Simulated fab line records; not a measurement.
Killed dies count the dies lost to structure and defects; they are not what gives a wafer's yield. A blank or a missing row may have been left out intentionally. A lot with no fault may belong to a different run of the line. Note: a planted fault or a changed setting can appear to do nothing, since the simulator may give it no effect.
Chamber matching -- flow nand harc -- 4 sister chambers for NHARC_A_CONTACT_CMP_20 on cmp-03
The step polishes, t overpolish 30 s, target thk 300 nm. 24 wafers are shown with their chamber, then 12 later ones without.

WAFERS WITH THEIR CHAMBER
wafer,chamber,motor current A (A),time to endpoint s (s),overpolish run s (s)
L076.1,1,13.7,69,30.004
L076.3,3,11.4,64,29.995
L076.6,2,10.4,68,30.000
L081.4,1,14.1,65,30.005
L081.5,3,10.5,62,29.993
L081.6,0,13.0,64,30.003
L080.2,3,11.0,61,30.000
L080.3,1,13.7,69,30.003
L080.5,2,9.9,66,30.005
L082.2,2,10.0,69,30.013
L082.4,1,13.8,70,30.006
L082.6,3,10.9,66,30.016
L083.1,1,13.1,67,30.005
L083.2,0,13.9,65,30.010
L083.4,2,10.7,64,30.000
L087.1,2,10.3,64,29.996
L087.3,0,13.6,60,29.999
L087.4,1,13.2,67,30.015
L086.1,1,13.5,68,29.997
L086.5,3,10.9,57,29.986
L086.6,0,14.0,66,30.024
L088.3,3,10.4,59,29.988
L088.4,1,13.6,65,29.988
L088.6,1,13.9,64,30.004

SIGNATURES (means of the wafers above)
reading,chamber 0,chamber 1,chamber 2,chamber 3,scatter within a chamber
motor current A,13.625,13.622,10.260,10.850,0.353
time to endpoint s,63.75,67.11,66.20,61.50,2.55
overpolish run s,30.00900,30.00300,30.00280,29.99633,0.00879
Rule: for a wafer and a chamber, the distance is found by dividing, reading by reading, the gap between the wafer's reading and the chamber's mean by the reading's scatter, squaring, summing and taking the root. If the next closest chamber is less than 2 further off than the closest, the wafer can't be placed; otherwise it belongs to the closest. The scatter is the square root of a quotient: the sum, over the shown wafers, of each reading's squared deviation from its chamber's mean, divided by wafers minus chambers.

WAFERS WITH NO CHAMBER GIVEN
wafer,motor current A (A),time to endpoint s (s),overpolish run s (s)
L091.1,10.7,65,30.012
L091.2,13.0,67,30.006
L091.3,10.9,60,29.994
L093.1,11.3,64,29.998
L093.3,13.6,66,30.007
L093.5,10.1,72,30.001
L095.2,10.6,58,30.009
L095.3,13.8,63,29.999
L095.6,13.2,64,30.006
L097.4,10.2,62,30.004
L097.5,13.5,60,29.988
L097.6,13.8,64,29.991

WHICH CHAMBER EACH WENT THROUGH
wafer,from the rows above,in truth
L091.1,can't be placed: 2 or 3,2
L091.2,can't be placed: 1 or 0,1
L091.3,3,3
L093.1,can't be placed: 3 or 2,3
L093.3,can't be placed: 1 or 0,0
L093.5,2,2
L095.2,can't be placed: 3 or 2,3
L095.3,can't be placed: 0 or 1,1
L095.6,can't be placed: 0 or 1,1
L097.4,can't be placed: 2 or 3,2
L097.5,can't be placed: 0 or 1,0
L097.6,can't be placed: 1 or 0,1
Placed correctly: 2 of 12. Not placeable from these rows: 10 (in 10, the candidates include the true chamber). 0 placed wrongly.
